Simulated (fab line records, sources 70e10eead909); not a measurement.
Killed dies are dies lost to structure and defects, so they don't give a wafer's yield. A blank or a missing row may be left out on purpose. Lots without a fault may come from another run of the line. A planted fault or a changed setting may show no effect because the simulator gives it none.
Which tool did it? | flow nand_harc | 12 lots, 36 wafers sampled, at 5 steps of a route of 1302

WHAT THE GAUGES READ, wafer by wafer
NHARC_A_M0_INSPECT_27.
lot  | measured     | on                | raw_defect_count
L749 | day 23 09:26 | defect_inspect-01 | 502 388 567
L755 | day 25 17:35 | defect_inspect-02 | 441 590 523
L756 | day 26 01:13 | defect_inspect-02 | 675 741 877
L759 | day 27 11:53 | defect_inspect-02 | 504 628 474
L760 | day 27 19:16 | defect_inspect-02 | 605 619 782
L762 | day 28 19:28 | defect_inspect-01 | 554 457 481
L764 | day 30 00:33 | defect_inspect-01 | 484 588 518
L765 | day 30 01:25 | defect_inspect-02 | 376 466 402
L766 | day 30 07:37 | defect_inspect-02 | 308 322 429
L767 | day 30 09:34 | defect_inspect-01 | 737 518 716
L768 | day 30 16:01 | defect_inspect-01 | 387 415 505
L770 | day 31 14:59 | defect_inspect-01 | 513 613 534

NHARC_END_SORT_01.
lot  | measured     | on        | defect_limited_yield (%) | killed_at_array | killed_at_other | killed_at_periphery | killed_dies | killed_open | killed_short
L764 | day 31 15:49 | prober-02 | 88.2 87.6 88.8           | 75 80 69        | 0 0 0           | 5 4 7               | 80 84 76    | 1 5 6       | 3 3 0
L765 | day 31 20:24 | prober-01 | 92.3 90.7 89.2           | 49 57 67        | 0 0 0           | 3 6 6               | 52 63 73    | 2 7 6       | 4 1 1

WHICH TOOL RAN EACH LOT (tool, then ch and the chambers of the sampled wafers, then the start)
lot  | NHARC_A_M1_DEP_33               | NHARC_A_BONDPAD_DEP_00          | NHARC_A_BONDPAD_ETCH_34
L749 | pecvd-01 ch 0,1,2, day 23 13:37 | pecvd-04 ch 0,1,2, day 23 14:11 | rie_diel-06 ch 0,2,3, day 23 15:42
L755 | pecvd-01 ch 0,2, day 25 22:01   | pecvd-04 ch 0,2, day 25 22:29   | rie_diel-08 ch 0,3, day 26 00:00
L756 | pecvd-01 ch 0,1,2, day 26 05:39 | pecvd-04 ch 0,2, day 26 06:15   | rie_diel-06 ch 0,1, day 26 07:33
L759 | pecvd-03 ch 0,1,2, day 27 16:34 | pecvd-02 ch 0,1,2, day 27 17:07 | rie_diel-06 ch 0,1,2, day 27 18:31
L760 | pecvd-02 ch 0,1,2, day 27 23:26 | pecvd-03 ch 0,2, day 28 00:02   | rie_diel-06 ch 0,3, day 28 01:31
L762 | pecvd-01 ch 0,1, day 28 23:40   | pecvd-03 ch 1,2, day 29 00:16   | rie_diel-06 ch 1,2,3, day 29 01:44
L764 | pecvd-02 ch 0,1, day 30 04:53   | pecvd-04 ch 0,2, day 30 05:26   | rie_diel-08 ch 1,2,3, day 30 06:55
L765 | pecvd-01 ch 0,1,2, day 30 05:47 | pecvd-04 ch 0,1,2, day 30 06:26 | rie_diel-08 ch 0,2,3, day 30 07:44
L766 | pecvd-01 ch 0,1,2, day 30 11:58 | pecvd-02 ch 0,1, day 30 12:34   | rie_diel-06 ch 1,2,3, day 30 13:52
L767 | pecvd-01 ch 0,1,2, day 30 13:56 | pecvd-04 ch 1,2, day 30 14:32   | rie_diel-08 ch 1,2,3, day 30 16:01
L768 | pecvd-01 ch 0,1,2, day 30 20:19 | pecvd-03 ch 0,1,2, day 30 20:53 | rie_diel-06 ch 0,1,2, day 30 22:10
L770 | pecvd-02 ch 0,2, day 31 20:20   | pecvd-04 ch 0,2, day 31 20:58   | rie_diel-06 ch 1,3, day 31 22:17
- NHARC_A_M1_DEP_33: deposits SiCN, target thk 30 nm.
- NHARC_A_BONDPAD_DEP_00: deposits SiCN, target thk 250 nm.
- NHARC_A_BONDPAD_ETCH_34: etches the open film in N2/H2, target depth 60 nm, overetch 18 nm, time 65.91 s.

WHAT THE TOOLS THEMSELVES READ (means of the sampled wafers that have a number; where no wafer has one, the mark that the record gives instead)
NHARC_A_M1_DEP_33.
lot  | tool     | heater_power_w (W) | rf_fwd_power_W (W) | showerhead_vpp_V (V) | susceptor_temp_C (C)
L749 | pecvd-01 | 669                | 450.2              | 1310                 | 370.14
L755 | pecvd-01 | 557                | 449.4              | 1336                 | 370.07
L756 | pecvd-01 | 574                | 449.3              | 1312                 | 370.14
L759 | pecvd-03 | 551                | 447.9              | 1293                 | 369.83
L760 | pecvd-02 | 622                | 448.0              | 1297                 | 370.02
L762 | pecvd-01 | 707                | 449.8              | 1260                 | 369.98
L764 | pecvd-02 | 670                | 447.7              | 1329                 | 370.00
L765 | pecvd-01 | 583                | 448.3              | 1317                 | 370.11
L766 | pecvd-01 | 569                | 448.6              | 1315                 | 370.05
L767 | pecvd-01 | 566                | 447.6              | 1303                 | 370.08
L768 | pecvd-01 | 605                | 450.5              | 1311                 | 370.14
L770 | pecvd-02 | 727                | 447.1              | 1279                 | 370.04

NHARC_A_BONDPAD_DEP_00.
lot  | tool     | heater_power_w (W) | rf_fwd_power_W (W) | showerhead_vpp_V (V) | susceptor_temp_C (C)
L749 | pecvd-04 | 592                | 449.5              | 1321                 | 370.26
L755 | pecvd-04 | 723                | 267.9              | 1035                 | 370.23
L756 | pecvd-04 | 738                | 268.3              | 1033                 | 370.04
L759 | pecvd-02 | 652                | 449.1              | 1303                 | 369.98
L760 | pecvd-03 | 570                | 447.3              | 1290                 | 369.94
L762 | pecvd-03 | 501                | 449.1              | 1291                 | 369.83
L764 | pecvd-04 | 619                | 450.2              | 1329                 | 370.11
L765 | pecvd-04 | 592                | 448.7              | 1322                 | 370.16
L766 | pecvd-02 | 694                | 448.3              | 1320                 | 369.94
L767 | pecvd-04 | 595                | 449.4              | 1340                 | 369.94
L768 | pecvd-03 | 600                | 451.1              | 1303                 | 369.72
L770 | pecvd-04 | 651                | 448.9              | 1334                 | 369.94

NHARC_A_BONDPAD_ETCH_34.
lot  | tool        | drypump_motor_current_A (A) | mfc_ar_sccm (sccm) | oes_product_au (a.u.) | rf_fwd_power_W (W) | rf_vpp_V (V) | showerhead_plenum_p_Torr (Torr) | throttle_valve_pct (%)
L749 | rie_diel-06 | 5.5                         | 0.014              | 0.982                 | 396.3              | 433.7        | 2.16                            | 14.166
L755 | rie_diel-08 | 6.0                         | 0.012              | 1.002                 | 398.2              | 430.4        | 2.01                            | 14.177
L756 | rie_diel-06 | 5.8                         | 0.006              | 0.981                 | 396.2              | 431.0        | 2.06                            | 14.165
L759 | rie_diel-06 | 5.5                         | 0.020              | 0.988                 | 394.8              | 432.5        | 2.10                            | 14.166
L760 | rie_diel-06 | 5.9                         | 0.000              | 0.994                 | 397.1              | 433.6        | 2.16                            | 14.170
L762 | rie_diel-06 | 5.5                         | 0.020              | 1.004                 | 396.5              | 432.0        | 2.12                            | 14.174
L764 | rie_diel-08 | 5.7                         | 0.010              | 1.001                 | 396.8              | 429.2        | 1.97                            | 14.165
L765 | rie_diel-08 | 5.8                         | 0.008              | 1.001                 | 395.7              | 429.9        | 2.04                            | 14.164
L766 | rie_diel-06 | 5.5                         | 0.020              | 1.000                 | 396.0              | 432.7        | 2.12                            | 14.169
L767 | rie_diel-08 | 5.7                         | 0.010              | 0.992                 | 396.4              | 428.7        | 1.97                            | 14.171
L768 | rie_diel-06 | 5.4                         | 0.020              | 0.995                 | 396.0              | 432.3        | 2.09                            | 14.177
L770 | rie_diel-06 | 5.8                         | 0.013              | 1.000                 | 397.4              | 431.2        | 2.06                            | 14.166

THE ANSWER, worked out from the rows above alone
Rule: what is usual is taken from the lots themselves. Put in order of their means at a reading, lots are off if they are a third of the lots or fewer, leave a main group of 4 or more, and stand apart from it by a gap of 3 or more times the standard deviation of the main group's means; of several such gaps the widest counts. A main group whose means are all the same, to the digits that the tables above print for the reading, isn't used. A lot without any number at a reading at which 4 lots or more have one is off too. The other lots that the step has rows for count as sound. The gauges are gone through in route order, then the tools' own readings, and for those a lot's mean is taken as printed above. The first step at which some lot is off is used, and at that step the reading that is off furthest; a lot without a number counts as furthest.
Off: L755, L756, at NHARC_A_BONDPAD_DEP_00 (rf_fwd_power_W). The main group: mean 449.2 W, standard deviation 0.97.
A tool fits if, at that step or a process step before it, it ran every lot that is off, and no sound lot after the first of them. None of those tried fits.

WHAT THE SIMULATOR HAD PUT IN
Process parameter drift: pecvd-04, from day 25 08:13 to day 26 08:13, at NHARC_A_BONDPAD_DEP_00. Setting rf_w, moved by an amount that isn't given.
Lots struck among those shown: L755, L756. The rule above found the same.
